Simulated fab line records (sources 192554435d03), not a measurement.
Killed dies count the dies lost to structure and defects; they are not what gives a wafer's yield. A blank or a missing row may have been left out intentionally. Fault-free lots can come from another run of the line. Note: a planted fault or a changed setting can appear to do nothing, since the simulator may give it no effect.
Split-lot trial | flow n5 finfet | 39 wafers read across 7 lots, on a route 1938 steps long

## ON THE SPLIT
At N5_BEOL_M0_DEP_125 (deposits SiCN from 3MS/NH3, target thk 8 nm, time 14 s), the setting time s was moved away from the recipe's 14 s on 12 of the 39 wafers read, by -21.1% to +37.9%. This setting was run at the recipe's value on the other wafers.

The reading comes from the split's own step.

## THE READING
SiCN_of_BEOL_M0_DEP_125.thk nm (the simulator's own value, which no gauge read), in nm, at N5_BEOL_M0_DEP_125 (deposits SiCN from 3MS/NH3, target thk 8 nm, time 14 s). The file gives no usual value for it. The 27 wafers here that ran the recipe average 8.1 nm, standard deviation 0.18 nm.

wafer  | tool, chamber at the split | time s as run, s | against the recipe | SiCN_of_BEOL_M0_DEP_125.thk nm, nm | against lot-mates on the recipe
L079.1 | pecvd-03, 0,0,2            | 14               | recipe             | 8                                  | -
L079.5 | pecvd-03, 0,0,2            | 14               | recipe             | 8                                  | -
L079.6 | pecvd-03, 0,0,2            | 14               | recipe             | 8                                  | -
L079.2 | pecvd-03, 1                | 14               | recipe             | 8.2                                | -
L079.4 | pecvd-03, 1                | 14               | recipe             | 8.2                                | -
L079.3 | pecvd-03, 2                | 14               | recipe             | 7.8                                | -
L080.1 | pecvd-01, 1                | 14               | recipe             | 7.8                                | -
L080.2 | pecvd-01, 0                | 14               | recipe             | 7.6                                | -
L080.3 | pecvd-01, 1                | 14               | recipe             | 8                                  | -
L080.4 | pecvd-01, 0                | 19.31            | +37.9%             | 10.8                               | +3.0
L080.6 | pecvd-01, 0                | 19.31            | +37.9%             | 10.8                               | +3.0
L080.5 | pecvd-01, 1                | 19.31            | +37.9%             | 11                                 | +3.2
L087.2 | pecvd-04, 0,1              | 14               | recipe             | 8                                  | -
L087.3 | pecvd-04, 0,1              | 14               | recipe             | 8                                  | -
L087.5 | pecvd-04, 1                | 14               | recipe             | 8.4                                | -
L089.1 | pecvd-01, 1                | 14               | recipe             | 8                                  | -
L089.2 | pecvd-01, 0                | 11.04            | -21.1%             | 6.2                                | -1.8
L089.3 | pecvd-01, 0                | 14               | recipe             | 7.8                                | -
L089.4 | pecvd-01, 1,0              | 11.04            | -21.1%             | 6.4                                | -1.6
L089.5 | pecvd-01, 1,0              | 11.04            | -21.1%             | 6.4                                | -1.6
L089.6 | pecvd-01, 1                | 14               | recipe             | 8.2                                | -
L092.1 | pecvd-01, 1                | 14               | recipe             | 8                                  | -
L092.4 | pecvd-01, 1                | 14               | recipe             | 8                                  | -
L092.2 | pecvd-01, 0                | 14               | recipe             | 7.8                                | -
L092.3 | pecvd-01, 0,1              | 16.35            | +16.8%             | 9.4                                | +1.5
L092.5 | pecvd-01, 0,1              | 16.35            | +16.8%             | 9.4                                | +1.5
L092.6 | pecvd-01, 0                | 16.35            | +16.8%             | 9.2                                | +1.3
L096.1 | pecvd-03, 2,0,0            | 14               | recipe             | 8.2                                | -
L096.3 | pecvd-03, 2,0,0            | 14               | recipe             | 8.2                                | -
L096.5 | pecvd-03, 2,0,0            | 14               | recipe             | 8.2                                | -
L096.2 | pecvd-03, 1                | 16.78            | +19.9%             | 9.6                                | +1.4
L096.4 | pecvd-03, 1                | 16.78            | +19.9%             | 9.6                                | +1.4
L096.6 | pecvd-03, 2                | 16.78            | +19.9%             | 9.8                                | +1.6
L097.1 | pecvd-01, 2,1,2,0,1        | 14               | recipe             | 8.2                                | -
L097.2 | pecvd-01, 2,1,2,0,1        | 14               | recipe             | 8.2                                | -
L097.4 | pecvd-01, 2,1,2,0,1        | 14               | recipe             | 8.2                                | -
L097.5 | pecvd-01, 2,1,2,0,1        | 14               | recipe             | 8.2                                | -
L097.6 | pecvd-01, 2,1,2,0,1        | 14               | recipe             | 8.2                                | -
L097.3 | pecvd-01, 0                | 14               | recipe             | 8                                  | -
When a row names more than one chamber, that row covers several wafers, and the file does not tell which wafer ran in which chamber.

FIT RESULTS
A straight line over all 39 wafers: SiCN_of_BEOL_M0_DEP_125.thk nm changes by +0.077 nm for each +1% of time s; r = +0.99; the points scatter about the line by 0.17 nm.
The same after taking each lot's own level away (the mean of its wafers on the recipe; 39 wafers): +0.0797 nm for each +1%; r = +0.99; scatter 0.13 nm.
The reading moves by 3 nm for the largest change in time s, on that fit.
Across the lots, their own levels run from 7.80 to 8.20 nm, a range of 2.3 times the standard deviation given above.
Hence the lot-to-lot level has little effect on the slope; both slopes agree.
Check: for one of the wafers moved furthest among these (+37.9%), held out of the fit, the line's prediction against its lot-mates is +3.03 nm. It came out at +3 nm against them.

## THE OTHER SPLITS THESE WAFERS WENT THROUGH
Note: prior to the reading, these wafers also went through further splits. Each is held against what the fit with the lots' levels taken away leaves over:
other split on the same wafers                 | wafers away from the commonest value | r with SiCN_of_BEOL_M0_DEP_125.thk nm (lot level and that fit taken away)
N5_PMOS_HMC_CHANNEL_EPI_HM_DEP_34 time s       | 15                                   | -0.02
N5_STI_FIN_REVEAL_ALD_00 target thk a          | 18                                   | +0.14
N5_BEOL_M0_SAQP_MANDREL_ETCH_20 target depth a | 12                                   | +0.00

## THE FILE'S OWN FIT
SiCN_of_BEOL_M0_DEP_125.thk nm changes by +0.0797 nm for each +1% of time s, r = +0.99.
